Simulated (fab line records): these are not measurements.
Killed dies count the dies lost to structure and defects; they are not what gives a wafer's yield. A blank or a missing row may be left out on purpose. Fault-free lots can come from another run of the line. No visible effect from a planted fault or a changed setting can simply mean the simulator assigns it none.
Which tool did it?	flow n5 finfet	72 wafers from 24 lots sampled at 2 of the route's 1938 steps

== WHAT EACH GAUGE READ, for each wafer ==
N5_MOL_CONTACT_COAG_THK_MEAS_29. Usual: MD_CAP_THK gives 17.94 nm (standard deviation 0.075).
lot	measured	on	MD_CAP_THK (nm)	flag
L074	day 5 01:40	film metro-01	17.97 17.94 18.04	
L075	day 5 11:49	film metro-01	17.95 17.91 17.76	
L076	day 5 16:05	film metro-01	18.02 17.88 17.85	
L077	day 5 19:28	film metro-01	17.89 17.97 17.98	
L078	day 6 00:29	film metro-02	17.90 17.90 17.82	
L079	day 6 10:00	film metro-01	17.93 18.00 17.94	
L080	day 6 12:48	film metro-01	17.94 17.99 18.03	
L081	day 6 18:37	film metro-02	17.84 17.89 17.85	
L082	day 7 02:03	film metro-01	17.91 17.85 17.94	
L083	day 7 13:38	film metro-01	17.92 17.94 17.89	
L084	day 7 14:09	film metro-02	17.99 18.04 17.96	
L085	day 7 21:08	film metro-01	17.89 17.95 17.86	
L086	day 8 02:33	film metro-02	17.78 17.87 17.84	
L087	day 8 08:48	film metro-01	17.87 17.87 17.98	
L088	day 8 11:51	film metro-01	18.06 18.11 17.94	
L089	day 8 18:51	film metro-01	17.95 17.84 17.94	
L090	day 9 01:50	film metro-01	18.03 17.97 17.99	
L091	day 9 06:47	film metro-01	17.87 17.88 17.91	
L092	day 9 14:20	film metro-01	17.93 18.01 17.89	
L093	day 9 17:56	film metro-01	17.93 17.87 17.87	
L094	day 9 23:04	film metro-02	18.05 18.06 18.05	
L095	day 10 05:47	film metro-02	17.87 17.90 17.89	
L096	day 10 12:20	film metro-01	17.93 18.02 17.93	
L097	day 10 23:28	film metro-02	17.95 17.97 18.03	

== WHICH TOOL RAN EACH LOT (tool, then ch and the chambers of the sampled wafers, then the start) ==
lot	N5_GATE_CUT_CMP_61
L074	cmp-04 ch 0,2,3, day 4 16:02
L075	cmp-04 ch 0,1,2, day 5 02:44
L076	cmp-04 ch 1,2,3, day 5 05:40
L077	cmp-01 ch 1,2, day 5 10:14
L078	cmp-04 ch 2,3, day 5 14:22
L079	cmp-03 ch 0,1,2, day 5 21:55
L080	cmp-03 ch 0,1,2, day 6 04:26
L081	cmp-04 ch 0,1,3, day 6 09:01
L082	cmp-04 ch 0,2,3, day 6 17:37
L083	cmp-03 ch 0,2,3, day 7 02:16
L084	cmp-01 ch 0,1,2, day 7 04:17
L085	cmp-03 ch 1,3, day 7 11:03
L086	cmp-03 ch 1,2, day 7 16:43
L087	cmp-04 ch 0,2,3, day 7 23:07
L088	cmp-04 ch 0,1, day 8 03:22
L089	cmp-01 ch 0,2,3, day 8 09:13
L090	cmp-04 ch 2,3, day 8 16:21
L091	cmp-01 ch 1,2,3, day 8 19:30
L092	cmp-03 ch 0,1,3, day 9 03:46
L093	cmp-03 ch 2,3, day 9 07:32
L094	cmp-03 ch 0,1, day 9 14:26
L095	cmp-01 ch 1,2, day 9 21:36
L096	cmp-04 ch 0,1,2, day 10 04:53
L097	cmp-04 ch 1,2,3, day 10 14:32
- N5_GATE_CUT_CMP_61: polishes, stops on SiNx, t overpolish 3 s.

== WHAT THE TOOLS THEMSELVES READ (means of the sampled wafers that have a number; where no wafer has one, the mark that the record gives instead) ==
N5_GATE_CUT_CMP_61. Usual: motor current A at 12.4 A, with a standard deviation of 1.2.
lot	tool	motor current A (A)	flag
L074	cmp-04	12.4	
L075	cmp-04	12.9	
L076	cmp-04	13.1	
L077	cmp-01	12.5	
L078	cmp-04	12.8	
L079	cmp-03	11.7	
L080	cmp-03	11.4	
L081	cmp-04	13.3	
L082	cmp-04	12.1	
L083	cmp-03	11.9	
L084	cmp-01	12.2	
L085	cmp-03	13.1	
L086	cmp-03	11.4	
L087	cmp-04	12.3	
L088	cmp-04	12.8	
L089	cmp-01	13.1	
L090	cmp-04	12.4	
L091	cmp-01	12.0	
L092	cmp-03	12.2	
L093	cmp-03	12.0	
L094	cmp-03	11.7	
L095	cmp-01	10.9	
L096	cmp-04	12.7	
L097	cmp-04	13.3	

== THE ANSWER, worked out from the rows above alone ==
Rule: take the mean of a lot's wafers that have a number; if it is more than 3 standard deviations from the usual mean, the lot is off. A lot without any number at a reading at which 4 lots or more have one is off too. The other lots that the step has rows for count as sound. Order of review: gauges by route order, followed by the tools' own readings, for which a lot's mean as printed above is used. At the first step where some lot is off, the reading lying furthest off is the one used; lots without a number count as furthest.
None of the lots is off at any reading shown; this tells nothing.

== WHAT WAS PUT IN BY THE SIMULATOR ==
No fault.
